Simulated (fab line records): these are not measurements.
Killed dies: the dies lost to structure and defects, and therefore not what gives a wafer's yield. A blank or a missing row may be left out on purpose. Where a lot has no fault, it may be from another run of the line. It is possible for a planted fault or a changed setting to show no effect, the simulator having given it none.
Split-lot trial | flow n5 finfet | 7 lots, 21 wafers read, on a route of 1938 steps

## SPLIT DETAILS
At N5_MIM_TOP_SPUTTER_03 (material TiN, target thk 35 nm, time 89.7 s), the setting time s was moved away from the recipe's 89.7 s on 8 of the 21 wafers read, by -10.3% to +13.9%. This setting was run at the recipe's value on the other wafers.

The reading comes from the split's own step.

## THE READING
TiN_of_MIM_TOP_SPUTTER_03.thk nm (the simulator's own value, which no gauge read), in nm, at N5_MIM_TOP_SPUTTER_03 (material TiN, target thk 35 nm, time 89.7 s). There is no usual value for it anywhere in the file. The 13 wafers here that ran the recipe average 35.2 nm, standard deviation 0.22 nm.

wafer  | tool, chamber at the split | time s as run, s | against the recipe | TiN_of_MIM_TOP_SPUTTER_03.thk nm, nm | against lot-mates on the recipe
L077.1 | pvd sputter-03, -          | 89.7             | recipe             | 35.2                                 | -
L077.3 | pvd sputter-03, -          | 89.7             | recipe             | 35.2                                 | -
L077.5 | pvd sputter-03, -          | 89.7             | recipe             | 35.4                                 | -
L075.3 | pvd sputter-03, -          | 96.17            | +7.2%              | 38.8                                 | +3.4
L075.4 | pvd sputter-03, -          | 89.7             | recipe             | 35.4                                 | -
L075.5 | pvd sputter-03, -          | 89.7             | recipe             | 35.4                                 | -
L080.1 | pvd sputter-01, -          | 89.7             | recipe             | 35                                   | -
L080.3 | pvd sputter-01, -          | 83.03            | -7.4%              | 32.4                                 | -2.7
L080.4 | pvd sputter-01, -          | 89.7             | recipe             | 35.2                                 | -
L082.3 | pvd sputter-01, -          | 101.9            | +13.6%             | 40                                   | +5.2
L082.4 | pvd sputter-01, -          | 101.9            | +13.6%             | 39.4                                 | +4.6
L082.5 | pvd sputter-01, -          | 89.7             | recipe             | 34.8                                 | -
L087.4 | pvd sputter-02, -          | 89.7             | recipe             | 35.2                                 | -
L087.5 | pvd sputter-02, -          | 80.42            | -10.3%             | 31.6                                 | -3.5
L087.6 | pvd sputter-02, -          | 89.7             | recipe             | 35                                   | -
L091.2 | pvd sputter-03, -          | 99.89            | +11.4%             | 40                                   | +4.4
L091.3 | pvd sputter-03, -          | 89.7             | recipe             | 35.6                                 | -
L091.4 | pvd sputter-03, -          | 89.7             | recipe             | 35.6                                 | -
L090.3 | pvd sputter-03, -          | 102.2            | +13.9%             | 39.2                                 | +4.0
L090.4 | pvd sputter-03, -          | 89.7             | recipe             | 35.2                                 | -
L090.6 | pvd sputter-03, -          | 102.2            | +13.9%             | 39.8                                 | +4.6

THE FIT
A straight line over all 21 wafers: TiN_of_MIM_TOP_SPUTTER_03.thk nm changes by +0.343 nm for each +1% of time s; r = +0.98; the points scatter about the line by 0.44 nm.
The same after taking each lot's own level away (the mean of its wafers on the recipe; 21 wafers): +0.347 nm for each +1%; r = +0.99; scatter 0.33 nm.
The reading moves by 4.8 nm for the largest change in time s, on that fit.
The span of the lots' own levels, 34.80 to 35.60 nm, comes to 3.6 times the standard deviation stated above.
The two slopes agree, so the slope changes little with the lot-to-lot level.
Check: for one of the wafers moved furthest among these (+13.9%), held out of the fit, the line's prediction against its lot-mates is +5.06 nm. Against them it came out at +4 nm.

## OTHER SPLITS APPLIED TO THESE WAFERS
Before the reading, these wafers also passed through other splits. Each is held against what the fit with the lots' levels taken away leaves over:
other split on the same wafers | wafers away from the commonest value | r with TiN_of_MIM_TOP_SPUTTER_03.thk nm (lot level and that fit taken away)
N5_BEOL_M15_PEB_26 peb time s  | 6                                    | +0.05
N5_BEOL_M15_ETCH_61 time s     | 10                                   | +0.07

## FILE'S OWN FIT
TiN_of_MIM_TOP_SPUTTER_03.thk nm changes by +0.356 nm for each +1% of time s, r = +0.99.
